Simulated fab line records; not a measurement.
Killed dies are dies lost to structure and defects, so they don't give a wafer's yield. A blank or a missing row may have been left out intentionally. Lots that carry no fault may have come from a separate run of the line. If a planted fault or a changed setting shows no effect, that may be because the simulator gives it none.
Chamber matching ; flow n5 finfet ; N5_HKMG_FIN_HK_ALD_01 on ald hk-02: 4 sister chambers
The step deposits HfO2, target thk 1.6 nm, pulse time 3 s, purge time 3 s. 4 wafers are shown with their chamber, then 12 later ones without.

== WAFERS WITH THEIR CHAMBER ==
wafer;chamber;precursor pulse height rel
L090.2;0;1.007
L090.6;2;1.028
L092.2;3;1.005
L092.5;1;1.009

== WAFERS WITH NO CHAMBER GIVEN ==
wafer;precursor pulse height rel
L095.1;1.009
L095.2;1.021
L095.3;1.015
L095.4;1.001
L095.5;1.014
L095.6;0.998
L096.1;0.984
L096.4;1.052
L096.5;0.984
L097.2;1.018
L097.4;1.015
L097.5;0.978

== THE CHAMBER EACH PASSED THROUGH ==
wafer;from the rows above;in truth
L095.1;can't be placed: 1 or 0 or 3 or 2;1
L095.2;can't be placed: 2 or 1 or 0 or 3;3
L095.3;can't be placed: 1 or 0 or 3 or 2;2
L095.4;can't be placed: 3 or 0 or 1 or 2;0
L095.5;can't be placed: 1 or 0 or 3 or 2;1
L095.6;can't be placed: 3 or 0 or 1 or 2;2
L096.1;can't be placed: 3 or 0 or 1 or 2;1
L096.4;can't be placed: 2 or 1 or 0 or 3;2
L096.5;can't be placed: 3 or 0 or 1 or 2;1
L097.2;can't be placed: 1 or 2 or 0 or 3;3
L097.4;can't be placed: 1 or 0 or 3 or 2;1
L097.5;can't be placed: 3 or 0 or 1 or 2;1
Correctly placed: 0 of 12. Unplaceable from these rows: 12, with the true chamber sitting among the candidates in 12. Wrongly placed: 0.
How it was worked out, from the rows above alone: a wafer's distance from a chamber is the root of the sum, over the readings, of the square of ((its reading less the chamber's mean) divided by the reading's scatter). If the next closest chamber is less than 2 further off than the closest, the wafer can't be placed; otherwise it belongs to the closest. Each chamber's mean is taken over the wafers shown for it. The scatter (one wafer shown for each chamber): square how far every hidden wafer sits from the nearest shown wafer, average those squares and take the square root.
